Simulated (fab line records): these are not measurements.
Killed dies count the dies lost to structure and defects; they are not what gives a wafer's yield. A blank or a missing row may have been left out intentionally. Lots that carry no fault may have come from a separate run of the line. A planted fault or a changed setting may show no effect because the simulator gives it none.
Matching of chambers -- flow nand_harc -- NHARC_A_BONDPAD_DESCUM_11 on rie_diel-05 has 4 sister chambers
The step chemistry O2, time 3 s. 8 wafers are shown with their chamber, then 12 later ones without.

== WAFERS WITH THEIR CHAMBER ==
wafer,chamber,drypump_motor_current_A (A),throttle_valve_pct (%)
L087.5,2,5.3,11.311
L089.5,3,6.2,11.302
L090.4,3,6.1,11.324
L090.5,1,6.1,11.318
L090.6,0,5.0,11.306
L091.2,1,6.1,11.302
L091.4,2,5.3,11.302
L091.5,0,5.0,11.299

== WAFERS WHOSE CHAMBER IS MISSING ==
wafer,drypump_motor_current_A (A),throttle_valve_pct (%)
L093.3,6.1,11.311
L093.4,6.2,11.321
L093.6,6.1,11.304
L092.1,5.2,11.319
L092.2,5.0,11.299
L092.3,6.1,11.327
L094.2,5.0,11.312
L094.5,5.3,11.336
L094.6,6.1,11.311
L096.1,5.0,11.288
L096.3,6.1,11.294
L096.4,6.2,11.321

== WHICH CHAMBER EACH ONE RAN IN ==
wafer,from the rows above,in truth
L093.3,can't be placed: 1 or 3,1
L093.4,can't be placed: 3 or 1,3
L093.6,can't be placed: 1 or 3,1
L092.1,2,2
L092.2,0,0
L092.3,can't be placed: 1 or 3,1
L094.2,0,0
L094.5,2,2
L094.6,can't be placed: 1 or 3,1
L096.1,0,0
L096.3,can't be placed: 1 or 3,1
L096.4,can't be placed: 3 or 1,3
5 of 12 placed correctly. Not placeable from these rows: 7 (in 7, the candidates include the true chamber). 0 placed wrongly.
How it was worked out, from the rows above alone: a wafer's distance from a chamber is the root of the sum, over the readings, of the square of ((its reading less the chamber's mean) divided by the reading's scatter). If the next closest chamber is less than 2 further off than the closest, the wafer can't be placed; otherwise it belongs to the closest. Each chamber's mean is taken over the wafers shown for it. The scatter: the root of (the sum of the squares of (reading less its chamber's mean) over the shown wafers, divided by (wafers less chambers)).
